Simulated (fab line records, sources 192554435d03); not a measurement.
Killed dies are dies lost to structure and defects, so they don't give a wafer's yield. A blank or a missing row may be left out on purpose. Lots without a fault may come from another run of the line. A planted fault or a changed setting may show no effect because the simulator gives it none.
fab line records | flow n5_finfet
record lots=4 wafers=12 last_day=17
route steps=1938 shown MOL_CONTACT_COAG@626 BEOL_M0_SAQP@632 BEOL_M4@1111
lots that met no fault: from a run of the same line without faults
start_h: hours from the record's first day to the start of the lot's first wafer shown | wait_h: hours since the lot's step before | " the same as in the row above | L1.1+2: a row that stands for several wafers | - no value, or no start given | * or withheld: withheld | < > ~ a bound
route shown NAME@n: a module of which the file shows steps, and the number in the route of the first | usual: mean/standard deviation of fault-free wafers | same: alike in all rows | chamber/n: place in a boat | sites: the reading at each site | _std_site: their standard deviation | _edge_site: outer sites' mean less inner sites' | radius_mm: how far each site lies from the wafer's centre | mask NAME#n: copy n | behind: the tool/chamber that last shaped the wafer | hold: why the lot was held/for how many hours/how that ended | device: the transistor (n, p or np) that didn't switch | end of line: the same wafers' tests at the end of the route | a step without rows: its recipe alone | killed: dies lost to structure and defects at the first sort, not the wafer's yield | map: a wafer's dies, x killed, . not, _ none there
set.NAME: the setting as run; set.NAME@STEP: as run at that earlier step | model.NAME: the simulator's own value behind a step, which no gauge read
lots at some steps of the route; a table a step, a row a wafer
services: from which hour (start_h, from the record's first day; less than 0 if before it) a tool's chamber was out of use, for how many hours, and why
## steps
# step N5_MOL_CONTACT_COAG_SRD_128
# recipe dry_time_s=32 dry=n2_spin spin_rpm=1500
# step N5_MOL_CONTACT_COAG_CMP_52
# recipe stop_on=SiO2 t_overpolish_s=1.5 post_cmp_clean=w_dilute_nh4oh down_force_psi=4 platen_rpm=50.289 pad_velocity_m_s=1.0006 target_thk_nm=66.5
# step N5_MOL_CONTACT_COAG_ANNEAL_112
# recipe temp_c=400 time_s=1800 ambient=HPD2 pressure_atm=10
# step N5_BEOL_M0_SAQP_PECVD_00
# recipe material=SiCN target_thk_a=80 temp_c=withheld precursor=3MS/NH3 pressure_torr=3 rf_w=202 time_s=14
# step N5_BEOL_M0_SAQP_ILD_DEP_01
# recipe material=SiOC target_thk_a=454.19 temp_c=350 precursor=DEMS/O2 pressure_torr=5 rf_w=500 time_s=8.7
# step N5_BEOL_M0_SAQP_HM_DEP_02
# recipe material=TiN target_thk_a=120 temp_c=25 chamber_pressure_pa=0.49996
# step N5_BEOL_M0_SAQP_PECVD_03
# recipe material=SiCN target_thk_a=120 temp_c=withheld precursor=3MS/NH3 pressure_torr=3 rf_w=202 time_s=21.1
# step N5_BEOL_M0_SAQP_PECVD_96
# recipe material=a-Si target_thk_a=450 temp_c=350 precursor=SiH4/He pressure_torr=3 rf_w=100 time_s=45.2
# step N5_BEOL_M0_SAQP_PECVD_97
# recipe material=SiNx target_thk_a=230 temp_c=350 precursor=SiH4/NH3/N2 pressure_torr=1.5 rf_w=300 time_s=19.9
# step N5_BEOL_M0_SAQP_PECVD_04
# recipe material=a-Si target_thk_a=600 temp_c=350 precursor=SiH4/He pressure_torr=3 rf_w=100 time_s=60.2
# usual heater_power_outer_w=333/27 heater_power_w=568/48 showerhead_plenum_p_Torr=5.67/0.057 throttle_valve_pct=18.0/1.3
# columns lot.wafer tool chamber start_h wait_h heater_power_outer_w heater_power_w showerhead_plenum_p_Torr throttle_valve_pct model.a-Si_of_BEOL_M0_SAQP_PECVD_04.thk_nm
L285.1 pecvd-04 2 154.58 0.0 307 520 5.69 17.8 60.2
L285.2 " 1 " " 356 614 5.69 17.7 60.8
L285.6 " 1 " " 365 624 5.71 18.2 61.4
L294.2 pecvd-03 0 196.20 0.0 295 508 5.73 20.6 60.6
L294.4 " 2 " " 344 575 5.63 16.8 61.6
L294.6 " 1 " " 376 607 5.55 16.6 62.2
L300.1 pecvd-04 2 231.33 0.0 295 504 5.68 17.9 59.8
L300.3 " 1 " " 345 617 5.70 18.2 45.6
L300.4 " 2 " " 314 499 5.69 18.0 60.2
L301.1 pecvd-04 1 241.80 0.0 369 645 5.70 18.0 59
L301.3 " 2 " " 298 503 5.69 18.2 45.8
L301.6 " 1 " " 375 629 5.72 18.3 60
# step N5_BEOL_M0_SAQP_THK_MEAS_05
# usual thk_nm=60.3/1
# columns lot.wafer tool chamber start_h wait_h thk_nm
L285.1 film_metro-02 - 154.71 0.1 60.3
L285.2 " - " " 60.8
L285.6 " - " " 61.4
L294.2 film_metro-01 - 196.30 0.1 60.6
L294.4 " - " " 61.5
L294.6 " - " " 62.3
L300.1 film_metro-01 - 231.46 0.1 59.8
L300.3 " - " " 45.5
L300.4 " - " " 60.2
L301.1 film_metro-02 - 241.93 0.1 58.9
L301.3 " - " " 45.8
L301.6 " - " " 60.0
# step N5_BEOL_M0_SAQP_HM_DEP_111
# recipe material=SiO2 target_thk_a=120 temp_c=400 precursor=SiH4/N2O pressure_torr=0.75 rf_w=275 time_s=7.2
# step N5_BEOL_M0_SAQP_COAT_81
# recipe resist=SOC temp_c=250 time_s=60 spin_rpm=1500 resist_thk_nm=100
# step N5_BEOL_M0_SAQP_COAT_82
# recipe resist=SiARC temp_c=220 time_s=60 spin_rpm=1500 resist_thk_nm=30
# step N5_BEOL_M0_SAQP_COAT_08
# recipe resist=CAR-ArF spin_rpm=1500 resist_thk_nm=90
# step N5_BEOL_M0_SAQP_EBR_10
# recipe solvent=PGMEA ebr_width_mm=1.5
# step N5_BEOL_M0_SAQP_SOFTBAKE_09
# recipe temp_c=110 time_s=60 resist=CAR-ArF
# step N5_BEOL_M0_SAQP_EXPOSE_11
# recipe mask_id=M0_CORE na=1.35 source_shape=dipole sigma_inner=0.538 sigma_outer=0.738 polarization=te target_cd_nm=42 dose_mj=55
# step N5_BEOL_M0_SAQP_PEB_12
# recipe peb_temp_c=withheld peb_time_s=60 resist=CAR-ArF
# step N5_BEOL_M0_SAQP_DEVELOP_13
# recipe develop_time_s=30 developer=TMAH resist=CAR-ArF dev_temp_c=23 rinse_liquid=diw dry=air_spin
# step N5_BEOL_M0_SAQP_DESCUM_19
# recipe chemistry=O2 time_s=7.9 source_power_w=50 bias_power_w=20 pressure_mtorr=20 rf_frequency_hz=2.712e+07 temp_c=40 resist=CAR-ArF o2_flow_sccm=225
# step N5_BEOL_M0_SAQP_ETCH_83
# recipe chemistry=CF4 target=SiARC target_depth_a=390 mask_material=CAR-ArF time_s=65 ion_energy_ev=80 pressure_mtorr=40 source_w=545 bias_w=36 Ar_flow_sccm=100 cf4_flow_sccm=100 ends=cleared
# step N5_BEOL_M0_SAQP_ETCH_84
# recipe chemistry=N2/H2 target=SOC target_depth_a=1000 overetch_a=200 mask_material=SiARC temp_c=40 time_s=150 ion_energy_ev=200 pressure_mtorr=30 source_w=840 bias_w=150 n2_flow_sccm=200 h2_flow_sccm=200
# step N5_BEOL_M0_SAQP_STRIP_80
# recipe chemistry=N2/H2 temp_c=40 n2_flow_sccm=200 h2_flow_sccm=200 rf_frequency_hz=6e+07
# step N5_BEOL_M0_SAQP_HM_OPEN_112
# recipe chemistry=CHF3/O2 target=SiO2 stop_on=a-Si target_depth_a=120 over_etch_frac=1.25 mask_material=SOC time_s=13.5 pressure_mtorr=30 source_w=650 bias_w=170 Ar_flow_sccm=200 CHF3_flow_sccm=50 O2_flow_sccm=5 ion_energy_ev=200 ends=end_point
# step N5_BEOL_M0_SAQP_STRIP_113
# recipe chemistry=CHF3/O2 resist=SiARC rf_frequency_hz=6e+07
# step N5_BEOL_M0_SAQP_MANDREL_ETCH_20
# recipe target_depth_a=600 chemistry=HBr/Cl2 target=a-Si stop_on=SiNx bt_time_s=10 mask_material=SOC over_etch_frac=0.5 time_s=30 pressure_mtorr=10 icp_w=800 bias_w=75 HBr_flow_sccm=150 Cl2_flow_sccm=80 ends=end_point
# usual drypump_motor_current_A=5.7/0.43 he_backside_leak_sccm=2.8/0.4 oes_product_au=0.781/0.014 throttle_valve_pct=35.5/0.34
# same bt_time_s=10
# columns lot.wafer tool chamber start_h wait_h drypump_motor_current_A he_backside_leak_sccm oes_product_au rf_hours_counter_h throttle_valve_pct model.etch.depth_nm
L285.1 rie_si-06 1 155.43 0.0 5.7 2.8 0.782 130 35.8 60.23
L285.2 " 0 " " 5.9 3.2 0.768 10 35.6 60.76
L285.6 " 2 " " 5.6 2.6 0.798 - 35.8 61.35
L294.2 rie_si-04 1 197.02 0.0 5.0 2.8 0.781 172 35.9 60.6
L294.4 " 2 " " 5.3 2.9 0.790 108 35.5 61.54
L294.6 " 1 " " 4.9 2.7 0.798 - 35.8 62.26
L300.1 rie_si-04 1 232.19 0.0 4.9 2.9 0.775 173 35.9 59.87
L300.3 " 3 " " 6.1 2.4 0.664 10 35.6 45.5
L300.4 " 0 " " 5.7 2.4 0.773 90 35.3 60.19
L301.1 rie_si-06 3 242.77 0.0 5.4 2.9 0.779 0 35.0 59.01
L301.3 " 2 " " 5.6 2.8 0.676 158 36.0 45.79
L301.6 " 1 " " 5.6 2.7 0.777 - 35.8 59.81
# step N5_BEOL_M0_SAQP_STRIP_86
# recipe chemistry=N2/H2 power_w=500 temp_c=40 pressure_mtorr=50 rf_frequency_hz=6e+07 overash_fraction=0.3 bias_power_w=28 h2_frac=0.5 n2_flow_sccm=300 h2_flow_sccm=300
# step N5_BEOL_M0_SAQP_STRIP_115
# recipe chemistry=post_etch_residue_remover time_s=60 temp_c=25 remover_ph=withheld remover_water_wt_pct=withheld remover_fluoride_wt_pct=withheld
# step N5_BEOL_M0_SAQP_SRD_93
# recipe dry=ipa_marangoni time_s=30 temp_c=23 rinse_liquid=diw
# step N5_BEOL_M0_SAQP_RECESS_114
# recipe chemistry=HF/NH3 target=SiO2 target_depth_a=144 afs_cycles=3 temp_c=30 sublimation_temp_c=180 sublimation_time_s=60
# step N5_BEOL_M0_SAQP_SPACER1_ALD_98
# recipe material=SiO2 target_thk_a=128 temp_c=300 ald_precursor_family=BDEAS ald_co_reactant=O2-plasma pulse_time_s=1 purge_time_s=2 co_reactant_purge_time_s=2 ald_cycles=138 pressure_torr=2
# step N5_BEOL_M0_SAQP_SPACER1_ETCHBACK_99
# recipe chemistry=CHF3/O2 mode=anisotropic_etchback target=SiO2 target_depth_a=154 time_s=7.7 pressure_mtorr=30 source_w=650 bias_w=170 Ar_flow_sccm=200 CHF3_flow_sccm=50 O2_flow_sccm=5 ion_energy_ev=200
# usual drypump_motor_current_A=5.8/0.53 oes_product_au=0.81/0.091 rf_vpp_V=517/16 showerhead_plenum_p_Torr=2.37/0.051 throttle_valve_pct=18.82/0.24
# columns lot.wafer tool chamber start_h wait_h drypump_motor_current_A oes_product_au rf_hours_counter_h rf_vpp_V showerhead_plenum_p_Torr throttle_valve_pct model.a-Si_of_BEOL_M0_SAQP_PECVD_04.thk_nm
L285.1 rie_diel-01 0 156.52 0.3 6.0 0.75 147 541 2.41 18.96 59.6
L285.2 " 2 " " 5.6 0.89 29 519 2.36 18.72 60.2
L285.6 " 3 " " 6.3 0.75 - 488 2.33 18.78 60.8
L294.2 rie_diel-03 1 198.49 0.3 4.7 0.90 34 517 2.35 18.93 60
L294.4 " 2 " " 5.2 0.73 204 537 2.39 19.07 61
L294.6 " 1 " " 4.7 0.89 - 516 2.35 18.94 61.6
L300.1 rie_diel-01 0 233.44 0.4 6.0 0.73 171 539 2.40 19.00 59.2
L300.3 " 1 " " 5.7 0.66 249 514 2.28 19.03 45
L300.4 " 3 " " 6.3 0.74 142 487 2.32 18.83 59.6
L301.1 rie_diel-01 0 244.07 0.3 6.0 0.73 176 540 2.39 19.02 58.4
L301.3 " 3 " " 6.3 0.73 147 487 2.32 18.82 45.2
L301.6 " 2 " " 5.6 0.84 - 520 2.35 18.75 59.2
# step N5_BEOL_M0_SAQP_MANDREL1_REMOVE_100
# recipe chemistry=HBr/Cl2/O2 bt_time_s=10 target=a-Si stop_on=SiNx endpoint=OES-SiCl over_etch_frac=0.85 icp_w=600 bias_w=30 HBr_flow_sccm=150 Cl2_flow_sccm=80 O2_flow_sccm=5 pressure_mtorr=10
# step N5_BEOL_M4_RC_MEAS_101
# usual DIBL_N=37.3/2.3 DIBL_P=37.4/2.9 IOFF_N=0.18/0.045 IOFF_P=0.25/0.054 ION_N=679/15 ION_P=468/9.7 SS_N=71.8/0.62 SS_P=73.6/0.76 VT_N=248/4.1 VT_P=-248/3.6
# columns lot.wafer tool chamber start_h wait_h DIBL_N[mV/V] DIBL_P[mV/V] IOFF_N[nA/um] IOFF_P[nA/um] ION_N[uA/um] ION_P[uA/um] SS_N[mV/dec] SS_P[mV/dec] VT_N[mV] VT_P[mV]
L285.1 prober-02 0 214.00 0.0 33.6 31.4 0.11 0.18 670 463 71.0 73.0 254 -251
L285.2 " 0 " " 37.1 36.3 0.17 0.24 686 477 72.0 74.8 249 -249
L285.6 " 0 " " 34.3 32.7 0.12 0.19 652 451 70.4 73.4 254 -253
L294.2 prober-01 0 262.46 0.2 36.2 34.5 0.16 0.22 669 462 71.3 73.0 248 -248
L294.4 " 0 " " 37.2 37.1 0.18 0.26 674 463 71.6 73.6 248 -244
L294.6 " 0 " " 43.3 43.2 0.35 0.41 720 493 73.3 75.6 239 -240
L300.1 prober-02 0 295.73 0.0 36.8 36.7 0.16 0.20 677 458 71.4 73.5 249 -253
L300.3 " 0 " " 34.5 34.0 0.11 0.16 647 445 71.7 73.0 257 -256
L300.4 " 0 " " 37.9 37.0 0.18 0.20 688 465 72.3 72.4 247 -251
L301.1 prober-01 0 300.52 0.0 35.7 35.9 0.15 0.20 665 462 71.9 72.8 253 -251
L301.3 " 0 " " 38.5 39.3 0.19 0.26 687 470 72.2 74.0 247 -245
L301.6 " 0 " " 37.6 38.3 0.18 0.24 690 468 72.0 74.0 247 -249
## services
# columns tool chamber start_h hours kind
pecvd-04 0 142.65 15.8 repair
rie_si-06 1 157.07 3.3 repair
pecvd-03 - 174.60 0.8 pm
rie_si-04 1 179.67 5.7 repair
pecvd-03 - 182.50 5.7 repair
pecvd-04 1 186.97 5.1 repair
rie_si-06 3 194.04 - clean
rie_si-06 3 194.04 31.2 scheduled_down
rie_si-06 3 194.04 31.2 vent_cycle
pecvd-03 2 209.27 11.5 repair
pecvd-03 1 212.26 4.4 repair
pecvd-04 0 213.15 5.5 scheduled_down
rie_diel-03 0 214.92 - clean
rie_diel-03 0 214.92 - consumable_replace:focus_ring
rie_diel-03 0 214.92 18.6 scheduled_down
rie_diel-03 0 214.92 18.6 vent_cycle
pecvd-04 - 216.52 1.1 repair
pecvd-04 0 230.12 17.9 repair
rie_diel-01 1 235.70 - clean
rie_diel-01 1 235.70 - consumable_replace:focus_ring
rie_diel-01 1 235.70 - consumable_replace:showerhead
rie_diel-01 1 235.70 14.6 scheduled_down
rie_diel-01 1 235.70 14.6 vent_cycle
## key
first_sign step=N5_BEOL_M0_SAQP_THK_MEAS_05 reading=thk_nm direction=down sigmas=15 usual=* struck=*
effect step=N5_BEOL_M0_SAQP_MANDREL_ETCH_20 reading=oes_product_au direction=down sigmas=8.1 usual=0.781 struck=0.670
model_effect step=N5_BEOL_M0_SAQP_PECVD_04 value=a-Si_of_BEOL_M0_SAQP_PECVD_04.thk_nm without=60.1 struck=45.7
model_effect step=N5_BEOL_M0_SAQP_MANDREL_ETCH_20 value=etch.depth_nm without=60.15 struck=45.65
model_effect step=N5_BEOL_M0_SAQP_SPACER1_ETCHBACK_99 value=a-Si_of_BEOL_M0_SAQP_PECVD_04.thk_nm without=59.6 struck=45.1
met_at N5_BEOL_M0_SAQP_PECVD_04
struck_wafers L300.3,L301.3
onset_between 154.58 231.33
fault kind=process_parameter_drift tool=pecvd-04 chamber=- onset_h=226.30 steps=N5_BEOL_M0_SAQP_PECVD_04 channel=time_s offset=* shape=step end_h=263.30 scope=struck_wafers_only acts_in=* stated=*
